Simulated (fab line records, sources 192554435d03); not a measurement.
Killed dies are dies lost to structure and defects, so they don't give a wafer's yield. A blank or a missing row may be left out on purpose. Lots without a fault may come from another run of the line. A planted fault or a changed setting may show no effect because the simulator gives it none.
A struck lot beside a sound one | flow n5_finfet | 14 steps out of a route of 1938
Sound: wafers L678.2, L678.3, L678.5. Struck: wafers L692.2, L692.5, L692.6. The cause comes at the end.
At each step with rows: each side's tool, then ch and its chambers, then its first start. Under that, the readings that differ: sound wafers | struck wafers | difference of the means | sigmas: that difference in standard deviations of wafers without a fault.
alike: readings whose means differ by less than 2 such deviations, and words and numbers that are the same on both sides. not compared: withheld readings, readings that some wafer has no value for, bounds like >300 that may hide the same value, and numbers for which the record gives no deviation and whose values overlap.
The two part at a step that has a row with sigmas, a row that says differs or no value, or rows on one side only. Numbers that don't overlap but have no deviation are shown without sigmas and don't part them. A reading that every wafer of one side lacks parts them only if that side has two wafers or more.

N5_BEOL_M1_ANNEAL_95: time 240 s.
  sound on pvd_sputter-03, day 8 04:37; struck on pvd_sputter-03, day 11 08:43
  alike: heater_power_w
then, 2 steps without rows for these wafers: N5_BEOL_M1_SPUTTER_96 (material Cu, target thk 4.5 nm, time 8.29 s); N5_BEOL_M1_ECD_50 (material Cu, target thk 300 nm).
N5_BEOL_M1_ANNEAL_51: time 90 s.
  sound on rtp_anneal-01 ch 0, day 8 05:00; struck on rtp_anneal-01 ch 0, day 11 09:05
  alike: wafer_temp_C_max
N5_BEOL_M1_CMP_52: polishes, stops on SiOC, t overpolish 6.8 s, target thk 40 nm.
  sound on cmp-03 ch 1,2, day 8 05:15; struck on cmp-03 ch 0,1,3, day 11 09:28
  alike: barrier_field_endpoint_s, edge_zone_pressure_frac, motor_current_A, overpolish_run_s, time_to_endpoint_s
then, 1 step without rows for these wafers: N5_BEOL_M1_PRE_CLEAN_60 (time 15 s).
N5_BEOL_M1_CO_CAP_55: material Co, precursor CCTBA/H2, target thk 2 nm, time 102.1 s.
  sound on cvd_co-02 ch 1,2, day 8 05:50; struck on cvd_co-01 ch 0,2, day 11 09:43
  alike: chamber_pressure_Torr, heater_power_w
then, 1 step without rows for these wafers: N5_BEOL_M1_PRE_CLEAN_56 (time 15 s).
N5_BEOL_M1_DEP_57: deposits SiCN from 3MS/NH3, target thk 8 nm, time 14 s.
  sound on pecvd-04 ch 0,1, day 8 05:57; struck on pecvd-04 ch 0,1,2, day 11 09:50
  alike: chamber_pressure_Torr, showerhead_plenum_p_Torr, throttle_valve_pct
N5_BEOL_M1_INSPECT_59: inspects for defects (darkfield).
  sound on defect_inspect-01, day 8 06:02; struck on defect_inspect-01, day 11 09:56
  alike: raw_defect_count
N5_BEOL_M2_ILD_DEP_00: deposits SiOC from DEMS/O2, target thk 79 nm, time 15.3 s.
  sound on pecvd-01 ch 0,1,2, day 8 06:05; struck on pecvd-02 ch 0,1,2, day 11 09:58
  reading              | sound                | struck               | difference | sigmas
  susceptor_temp_C (C) | 349.76 349.89 349.83 | 348.36 348.25 348.47 | -1.47      | -7
  alike: chamber_pressure_Torr, heater_power_w, showerhead_plenum_p_Torr, throttle_valve_pct
N5_BEOL_M2_THK_MEAS_01:
  sound on film_metro-02, day 8 06:08; struck on film_metro-02, day 11 10:02
  alike: M2_ILD_THK
N5_BEOL_M4_RC_MEAS_101:
  sound on prober-02 ch 0, day 9 23:25; struck on prober-01 ch 0, day 12 22:54
  alike: DIBL_N, DIBL_P, IOFF_N, IOFF_P, ION_N, ION_P, SS_N, SS_P, VT_N, VT_P
N5_PASSIVATION_PROBE_49:
  the record has rows for the sound wafers here (prober-02, day 14 14:32) and none for the struck ones

WHERE THEY PART
First at N5_BEOL_M2_ILD_DEP_00; last, within this record, at N5_PASSIVATION_PROBE_49.

WHY: what the simulator had put in
Process parameter drift: pecvd-02, from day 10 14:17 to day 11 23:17, at N5_BEOL_M2_ILD_DEP_00. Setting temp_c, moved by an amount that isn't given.
